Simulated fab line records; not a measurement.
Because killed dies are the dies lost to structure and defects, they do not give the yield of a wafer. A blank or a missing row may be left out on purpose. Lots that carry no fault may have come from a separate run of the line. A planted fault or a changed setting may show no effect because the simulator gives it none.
Comparing a struck lot with a sound one + flow nandHarc + 41 steps out of a route of 1159
Sound: wafers L317.1, L317.3, L317.4. Wafers struck: L324.3, L324.4, L324.5. At the end, the cause is stated.
Each step with rows lists, per side, the tool, then ch with its chambers, then its first start. Under that, the readings that differ: sound wafers + struck wafers + difference of the means + sigmas: that difference in standard deviations of wafers without a fault.
alike: words and numbers the same on both sides, and readings whose means are apart by under 2 such deviations; not compared: readings that were withheld, readings missing a value for some wafer, numbers with overlapping values and no deviation given by the record, and bounds like >300 which may hide the same value.
A row with sigmas, a row that says differs or no value, or rows on one side alone: a step with any of these is where the two part. Numbers that have no deviation but don't overlap get no sigmas and don't part them. A reading missing from all wafers of one side parts the sides only when that side holds two or more wafers.

first, 11 steps without rows for these wafers: NHARC_P_ZERO_WELL_DEHYDRATE_03 (time 120 s); NHARC_P_ZERO_WELL_HMDS_04 (time 30 s); NHARC_P_ZERO_WELL_COAT_64 (time 65 s); NHARC_P_ZERO_WELL_COAT_05 (resist thk 600 nm); NHARC_P_ZERO_WELL_SOFTBAKE_06 (time 70 s); NHARC_P_ZERO_WELL_EBR_07; NHARC_P_ZERO_WELL_EXPOSE_08 (exposes mask P ZERO, target cd 500 nm); NHARC_P_ZERO_WELL_PEB_09 (peb time 80 s); NHARC_P_ZERO_WELL_DEVELOP_10 (time 50 s); NHARC_P_ZERO_WELL_HARDBAKE_12 (time 65 s); NHARC_P_ZERO_WELL_DESCUM_13 (chemistry O2, time 3 s).
NHARC_P_ZERO_WELL_ETCH_65: etches the open film in N2/H2, target depth 80 nm, overetch 24 nm, time 87.88 s.
  sound on rieDiel-07 ch 0,1,3, day 4 13:30; struck on rieDiel-07 ch 1,2,3, day 6 07:22
  alike: drypumpMotorCurrentA, oesProductAu, rfVppV, showerheadPlenumPTorr, throttleValvePct
  not compared: rfHoursCounterH
then, 27 steps without rows for these wafers: NHARC_P_ZERO_WELL_ETCH_62 (etches the open film in CHF3/Ar, target depth 13 nm, time 6.5 s); NHARC_P_ZERO_WELL_ETCH_63 (etches the open film in HBr/Cl2, target depth 120 nm, time 40.1 s); NHARC_P_ZERO_WELL_STRIP_15 (strips in SPM, time 900 s); NHARC_P_ZERO_WELL_DEHYDRATE_16 (time 120 s); NHARC_P_ZERO_WELL_HMDS_17 (time 30 s); NHARC_P_ZERO_WELL_COAT_18; NHARC_P_ZERO_WELL_SOFTBAKE_19 (time 95 s); NHARC_P_ZERO_WELL_EBR_20; NHARC_P_ZERO_WELL_EXPOSE_21 (exposes mask P NWELL, target cd 720 nm); NHARC_P_ZERO_WELL_PEB_22 (peb time 85 s); NHARC_P_ZERO_WELL_DEVELOP_23 (time 70 s); NHARC_P_ZERO_WELL_HARDBAKE_25 (time 80 s); NHARC_P_ZERO_WELL_DESCUM_26 (chemistry O2, time 3 s); NHARC_P_ZERO_WELL_IMPLANT_27; NHARC_P_ZERO_WELL_IMPLANT_57; NHARC_P_ZERO_WELL_IMPLANT_58; NHARC_P_ZERO_WELL_STRIP_28 (strips in SPM, time 840 s); NHARC_P_ZERO_WELL_DEHYDRATE_29 (time 120 s); NHARC_P_ZERO_WELL_HMDS_30 (time 30 s); NHARC_P_ZERO_WELL_COAT_31; NHARC_P_ZERO_WELL_SOFTBAKE_32 (time 95 s); NHARC_P_ZERO_WELL_EBR_33; NHARC_P_ZERO_WELL_EXPOSE_34 (exposes mask P PWELL, target cd 720 nm); NHARC_P_ZERO_WELL_PEB_35 (peb time 85 s); NHARC_P_ZERO_WELL_DEVELOP_36 (time 70 s); NHARC_P_ZERO_WELL_HARDBAKE_38 (time 80 s); NHARC_P_ZERO_WELL_DESCUM_39 (chemistry O2, time 3 s).
NHARC_P_ZERO_WELL_INSPECT_43:
  sound on defectInspect-02, day 4 19:29; struck on defectInspect-01, day 6 13:22
| reading        | sound  | struck      | difference | sigmas      |
|----------------|--------|-------------|------------|-------------|
| rawDefectCount | 3 2 18 | 886 899 899 | +887       | +99 or more |
-- break in the record here, with 17 days between the starts of the struck wafers on either side (left off in module P_ZERO_WELL, picked up again in module END, where the first step shown is number 1159 on the route) --
NHARC_END_SORT_01:
  at this point the record logs the struck wafers (prober-01 ch 0, day 23 20:46) and has no rows for the sound ones

== WHERE THEY PART ==
At NHARC_P_ZERO_WELL_INSPECT_43 first; at NHARC_END_SORT_01 last (within this record only).

WHY: whatever the simulator had introduced
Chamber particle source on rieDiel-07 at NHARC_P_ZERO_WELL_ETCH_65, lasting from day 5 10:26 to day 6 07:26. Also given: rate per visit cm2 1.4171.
